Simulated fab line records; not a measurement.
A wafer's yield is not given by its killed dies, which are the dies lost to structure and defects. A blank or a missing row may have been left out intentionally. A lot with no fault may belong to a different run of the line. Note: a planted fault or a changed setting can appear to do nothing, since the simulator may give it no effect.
Problem report, 8D (eight disciplines) form, completed by code ; flow nand_harc ; the parts of the form that need people (team, actions taken, sign-off) are left out

## 1. WHAT IS WRONG
Mean of heater_power_total_W at NHARC_A_M0_SOFTBAKE_04: 191.12 W across 6 wafers in 2 lots; on wafers with no fault it is 188.44 W (standard deviation 0.13). That is +21 standard deviations from the usual mean.
The step: time 55 s.
First seen on wafer L524.4, day 30 15:00, on litho_track-01. The record has a number at this step for 36 wafers belonging to 12 lots. Rule for "out" (also "out of limits"): further than 4 standard deviations from the usual mean. All remaining wafers that have a number are taken as sound.

## 2. WHAT IT IS; WHAT IT IS NOT
question;is;is not
which readings at this step;heater_power_total_W;-
which lots;L524, L526;L505, L507, L508, L509, L510, L513, L514, L516, L518, L525
which wafers of those lots;all that have a number;-
read on which tools;litho_track-01;litho_track-04, litho_track-06
when;from day 30 15:00;"up to then (27 sound wafers); but 3 sound wafers of L525 came after"

## 3. WHAT RULES OUT EACH SUSPECT
Counting: a tool at any process step up to the reading remains a suspect when it ran all the lots that are out and ran no sound lot after the first of those.
- rie_diel-09 at NHARC_A_BLC_DESCUM_15 (chemistry O2, time 3 s): kept. All lots that are out passed through it, beginning with L524 at day 30 12:27, and no sound lot followed; its final sound lot before that point was L518 at day 27 23:38.
- rie_diel-09 at NHARC_A_BLC_STRIP_21 (strips in O2): kept. All lots that are out passed through it, beginning with L524 at day 30 13:35, and no sound lot followed; its final sound lot before that point was L518 at day 28 00:59.
- litho_track-01 at NHARC_A_M0_SOFTBAKE_04 (time 55 s): kept. All lots that are out passed through it, beginning with L524 at day 30 15:00, and no sound lot followed; its final sound lot before that point was L513 at day 27 07:00. Out on those wafers are its own readings of heater_power_total_W.
After the count, these remain: rie_diel-09 at NHARC_A_BLC_DESCUM_15, rie_diel-09 at NHARC_A_BLC_STRIP_21 and litho_track-01 at NHARC_A_M0_SOFTBAKE_04.

## 4. THE CAUSE (what the simulator had put in)
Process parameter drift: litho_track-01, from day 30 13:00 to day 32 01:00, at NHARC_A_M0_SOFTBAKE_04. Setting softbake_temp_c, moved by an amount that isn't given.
Counting left 3 suspects, and this tool is among them.

## 5. THE CHAIN OF EFFECTS, in route order
Each row: a reading whose mean over the struck wafers that have a number lies more than 3 standard deviations from the usual. Only readings whose record carries a usual standard deviation are examined. hours: median over the lots of the time between each lot's start at the first step of this table that gives one and its start at this step. sigmas: the change, counted in usual standard deviations.
hours;step;reading;usual;on struck wafers;change;sigmas
0;NHARC_A_M0_SOFTBAKE_04;heater_power_total_W;188.44 W;191.12;+2.68;+21
Process steps it contains:
- NHARC_A_M0_SOFTBAKE_04: time 55 s.
Later measuring or inspecting steps at which every struck wafer that the step has a row for has a number for every such reading, and none has moved that far: NHARC_END_SORT_01.

## 6. WHAT WOULD HAVE CAUGHT IT SOONER
The fault began at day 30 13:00; the first out-of-limits reading in this record came at day 30 15:00, 2 hours later.
